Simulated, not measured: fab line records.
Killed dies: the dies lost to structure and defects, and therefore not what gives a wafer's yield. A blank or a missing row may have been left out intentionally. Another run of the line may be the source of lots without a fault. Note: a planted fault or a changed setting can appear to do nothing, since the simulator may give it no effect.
Matching of chambers || flow nand_harc || NHARC_A_SLIT_DEP_25 on pecvd-01 has 3 sister chambers
The step deposits SiO2, target thk 200 nm. 3 wafers are shown with their chamber, then 7 later ones without.

WAFERS WITH THEIR CHAMBER
{"wafer": "L082.2", "chamber": 1, "throttle_valve_pct (%)": 15.4}
{"wafer": "L085.1", "chamber": 0, "throttle_valve_pct (%)": 15.8}
{"wafer": "L085.2", "chamber": 2, "throttle_valve_pct (%)": 16.5}

WAFERS MISSING THEIR CHAMBER
{"wafer": "L085.3", "throttle_valve_pct (%)": 15.8}
{"wafer": "L088.1", "throttle_valve_pct (%)": 15.8}
{"wafer": "L088.2", "throttle_valve_pct (%)": 16.7}
{"wafer": "L088.5", "throttle_valve_pct (%)": 15.9}
{"wafer": "L094.1", "throttle_valve_pct (%)": 15.6}
{"wafer": "L094.2", "throttle_valve_pct (%)": 15.6}
{"wafer": "L094.6", "throttle_valve_pct (%)": 15.6}

EACH ONE'S CHAMBER
{"wafer": "L085.3", "from the rows above": 0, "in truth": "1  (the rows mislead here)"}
{"wafer": "L088.1", "from the rows above": 0, "in truth": 0}
{"wafer": "L088.2", "from the rows above": 2, "in truth": 2}
{"wafer": "L088.5", "from the rows above": 0, "in truth": 0}
{"wafer": "L094.1", "from the rows above": "can't be placed: 1 or 0", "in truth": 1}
{"wafer": "L094.2", "from the rows above": "can't be placed: 1 or 0", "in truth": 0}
{"wafer": "L094.6", "from the rows above": "can't be placed: 1 or 0", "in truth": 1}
Placed correctly: 3 of 7. Not placeable from these rows: 3 (in 3, the candidates include the true chamber). Placed wrongly: 1.
How it was worked out, from the rows above alone: a wafer's distance from a chamber is the root of the sum, over the readings, of the square of ((its reading less the chamber's mean) divided by the reading's scatter). If the next closest chamber is less than 2 further off than the closest, the wafer can't be placed; otherwise it belongs to the closest. The mean given for a chamber averages the wafers shown for that chamber. The scatter: with one shown wafer a chamber, the root of the mean of the squares of how far each hidden wafer lies from its nearest shown one.
